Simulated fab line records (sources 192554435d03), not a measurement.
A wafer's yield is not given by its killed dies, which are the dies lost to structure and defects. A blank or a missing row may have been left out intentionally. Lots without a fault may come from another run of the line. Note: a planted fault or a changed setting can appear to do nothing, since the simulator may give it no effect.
Chamber matching    flow n5Finfet    N5_BEOL_M11_ETCH_65 on rieDiel-03: 4 sister chambers
The step etches SiARC in CF4, target depth 39 nm, time 65 s. 4 wafers are shown with their chamber, then 8 later ones without.

WAFERS, EACH WITH ITS CHAMBER
wafer   chamber  showerheadPlenumPTorr (Torr)
L079.4  2        2.02
L083.1  1        2.17
L083.2  0        2.10
L083.4  3        2.15

WAFERS WITH NO CHAMBER GIVEN
wafer   showerheadPlenumPTorr (Torr)
L083.5  2.18
L083.6  2.10
L082.1  2.10
L082.3  2.15
L082.6  2.17
L089.1  2.17
L089.2  2.10
L089.5  2.15

EACH ONE'S CHAMBER
wafer   from the rows above  in truth
L083.5  1                    1
L083.6  0                    0
L082.1  0                    0
L082.3  3                    3
L082.6  1                    1
L089.1  1                    1
L089.2  0                    0
L089.5  3                    3
Placed correctly: 8 of 8. Not placeable from these rows: 0. Wrongly placed: 0.
How it was worked out, from the rows above alone: a wafer's distance from a chamber is the root of the sum, over the readings, of the square of ((its reading less the chamber's mean) divided by the reading's scatter). If the next closest chamber is less than 2 further off than the closest, the wafer can't be placed; otherwise it belongs to the closest. Each chamber's mean is taken over the wafers shown for it. The scatter (one wafer shown for each chamber): square how far every hidden wafer sits from the nearest shown wafer, average those squares and take the square root.
